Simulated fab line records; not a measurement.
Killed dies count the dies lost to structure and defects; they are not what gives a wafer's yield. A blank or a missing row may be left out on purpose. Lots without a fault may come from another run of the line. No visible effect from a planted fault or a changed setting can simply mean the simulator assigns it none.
Matching of chambers	flow n5_finfet	rie_diel-01 running N5_HKMG_FIN_STRIP_92: 4 sister chambers
The step strips SOC in N2/H2, time 20 s. 18 wafers are shown with their chamber, then 9 later ones without.

== WAFERS WITH THEIR CHAMBER ==
wafer	chamber	drypump_motor_current_A (A)	throttle_valve_pct (%)	showerhead_plenum_p_Torr (Torr)
L074.1	0	6.2	19.36	3.35
L074.4	1	5.7	19.11	3.33
L074.5	3	5.4	18.93	3.27
L076.1	0	6.2	19.36	3.35
L076.2	1	5.7	19.13	3.33
L076.4	3	5.3	18.93	3.27
L079.3	3	5.3	18.97	3.26
L079.4	1	5.6	19.13	3.32
L079.6	2	5.3	19.26	3.25
L080.3	1	5.7	19.15	3.32
L080.5	0	6.2	19.38	3.34
L080.6	1	5.6	19.14	3.32
L081.2	3	5.4	18.97	3.26
L081.3	1	5.7	19.15	3.32
L081.4	2	5.3	19.28	3.25
L082.2	2	5.3	19.29	3.25
L082.4	0	6.2	19.39	3.34
L082.6	1	5.6	19.14	3.32

SIGNATURES, as means of the wafers listed above
reading	chamber 0	chamber 1	chamber 2	chamber 3	scatter within a chamber
drypump_motor_current_A	6.200	5.657	5.300	5.350	0.044
throttle_valve_pct	19.3725	19.1357	19.2767	18.9500	0.0167
showerhead_plenum_p_Torr	3.3450	3.3229	3.2500	3.2650	0.00495
Rule: for each reading, subtract the chamber's mean from the wafer's reading, divide by that reading's scatter and square the result; add these up over the readings and take the root, which gives the wafer's distance from the chamber. If the next closest chamber is less than 2 further off than the closest, the wafer can't be placed; otherwise it belongs to the closest. The scatter: the root of (the sum of the squares of (reading less its chamber's mean) over the shown wafers, divided by (wafers less chambers)).

== WAFERS WHOSE CHAMBER IS MISSING ==
wafer	drypump_motor_current_A (A)	throttle_valve_pct (%)	showerhead_plenum_p_Torr (Torr)
L083.1	6.2	19.40	3.34
L083.2	5.3	18.97	3.26
L083.3	5.6	19.15	3.32
L093.1	5.7	19.19	3.31
L093.3	6.2	19.43	3.33
L093.4	5.4	18.99	3.25
L095.3	5.3	19.32	3.24
L095.4	5.4	19.03	3.25
L095.6	6.2	19.42	3.33

== WHICH CHAMBER EACH WENT THROUGH ==
wafer	from the rows above	in truth
L083.1	0	0
L083.2	3	3
L083.3	1	1
L093.1	1	1
L093.3	0	0
L093.4	3	3
L095.3	2	2
L095.4	3	3
L095.6	0	0
Correctly placed: 9 of 9. Left unplaced by these rows: 0. 0 placed wrongly.
